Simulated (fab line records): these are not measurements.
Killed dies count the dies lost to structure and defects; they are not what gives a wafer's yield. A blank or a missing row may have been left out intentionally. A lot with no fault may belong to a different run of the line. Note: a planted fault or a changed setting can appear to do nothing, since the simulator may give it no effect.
Chamber matching + flow nandHarc + NHARC_A_STAIRCASE_TRIM_220 on rieDiel-06 has 4 sister chambers
The step chemistry O2, time 211.2 s. 8 wafers are shown with their chamber, then 8 later ones without.

== WAFERS PAIRED WITH THEIR CHAMBERS ==
| wafer  | chamber | showerheadPlenumPTorr (Torr) | drypumpMotorCurrentA (A) |
|--------|---------|------------------------------|--------------------------|
| L079.5 | 1       | 3.65                         | 5.8                      |
| L088.2 | 2       | 3.59                         | 6.1                      |
| L088.4 | 1       | 3.64                         | 5.9                      |
| L088.6 | 3       | 3.66                         | 6.2                      |
| L089.4 | 2       | 3.59                         | 6.1                      |
| L089.5 | 3       | 3.66                         | 6.1                      |
| L089.6 | 0       | 3.46                         | 5.3                      |
| L091.1 | 0       | 3.46                         | 5.2                      |

== WAFERS MISSING THEIR CHAMBER ==
| wafer  | showerheadPlenumPTorr (Torr) | drypumpMotorCurrentA (A) |
|--------|------------------------------|--------------------------|
| L091.3 | 3.59                         | 6.2                      |
| L091.6 | 3.66                         | 6.1                      |
| L092.1 | 3.59                         | 6.1                      |
| L092.3 | 3.66                         | 6.1                      |
| L092.5 | 3.63                         | 5.9                      |
| L095.3 | 3.66                         | 6.1                      |
| L095.5 | 3.66                         | 6.1                      |
| L095.6 | 3.59                         | 6.2                      |

== THE CHAMBER EACH PASSED THROUGH ==
| wafer  | from the rows above | in truth |
|--------|---------------------|----------|
| L091.3 | 2                   | 2        |
| L091.6 | 3                   | 3        |
| L092.1 | 2                   | 2        |
| L092.3 | 3                   | 3        |
| L092.5 | 1                   | 1        |
| L095.3 | 3                   | 3        |
| L095.5 | 3                   | 3        |
| L095.6 | 2                   | 2        |
Placed correctly: 8 of 8. Not placeable from these rows: 0. Placed wrongly: 0.
How it was worked out, from the rows above alone: a wafer's distance from a chamber is the root of the sum, over the readings, of the square of ((its reading less the chamber's mean) divided by the reading's scatter). If the next closest chamber is less than 2 further off than the closest, the wafer can't be placed; otherwise it belongs to the closest. A chamber's mean is the mean of its shown wafers. The scatter: the root of (the sum of the squares of (reading less its chamber's mean) over the shown wafers, divided by (wafers less chambers)).
